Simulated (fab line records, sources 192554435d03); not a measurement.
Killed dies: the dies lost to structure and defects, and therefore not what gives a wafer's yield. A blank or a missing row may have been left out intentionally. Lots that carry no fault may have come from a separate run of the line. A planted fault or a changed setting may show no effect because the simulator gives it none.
Matching of chambers	flow n5-finfet	N5_BEOL_M5_STRIP_19 on rie-diel-04 has 4 sister chambers
The step strips in O2. 18 wafers are shown with their chamber, then 9 later ones without.

## EACH WAFER AND ITS CHAMBER
wafer	chamber	throttle-valve-pct (%)	oes-product-au (a.u.)	drypump-motor-current-A (A)
L077.2	0	16.3	0.92	5.6
L077.4	2	16.4	0.86	5.2
L077.6	3	17.3	0.72	5.8
L081.1	2	16.4	0.85	5.2
L081.4	3	17.3	0.72	5.9
L081.6	3	17.3	0.72	5.9
L087.1	0	16.3	0.89	5.6
L087.5	3	17.4	0.72	5.8
L087.6	0	16.3	0.90	5.6
L086.2	3	17.3	0.72	5.8
L086.3	0	16.3	0.89	5.6
L086.6	0	16.3	0.90	5.6
L090.2	1	16.7	0.73	5.3
L090.3	0	16.3	0.89	5.6
L090.6	3	17.4	0.70	5.9
L091.2	1	16.8	0.72	5.4
L091.3	0	16.4	0.88	5.6
L091.6	3	17.4	0.71	5.9

SIGNATURES (means of the wafers above)
reading	chamber 0	chamber 1	chamber 2	chamber 3	scatter within a chamber
throttle-valve-pct	16.314	16.750	16.400	17.343	0.0468
oes-product-au	0.8957	0.7250	0.8550	0.7157	0.0102
drypump-motor-current-A	5.600	5.350	5.200	5.857	0.0398
Rule: for each reading, subtract the chamber's mean from the wafer's reading, divide by that reading's scatter and square the result; add these up over the readings and take the root, which gives the wafer's distance from the chamber. The wafer belongs to the nearest chamber; if the next one is less than 2 further off, it can't be placed. The scatter: take each reading less its chamber's mean, square it, sum over the shown wafers, divide by the number of wafers less the number of chambers, and take the root.

## WAFERS WITHOUT THEIR CHAMBER
wafer	throttle-valve-pct (%)	oes-product-au (a.u.)	drypump-motor-current-A (A)
L094.1	16.8	0.71	5.3
L094.5	17.4	0.71	5.9
L094.6	16.3	0.89	5.6
L095.1	16.8	0.71	5.3
L095.3	17.4	0.71	5.8
L095.4	16.4	0.82	5.2
L096.1	16.4	0.88	5.6
L096.3	16.4	0.82	5.2
L096.4	17.4	0.71	5.9

## WHICH CHAMBER EACH WENT THROUGH
wafer	from the rows above	in truth
L094.1	1	1
L094.5	3	3
L094.6	0	0
L095.1	1	1
L095.3	3	3
L095.4	2	2
L096.1	0	0
L096.3	2	2
L096.4	3	3
Correctly placed: 9 of 9. From these rows, 0 cannot be placed. 0 placed wrongly.
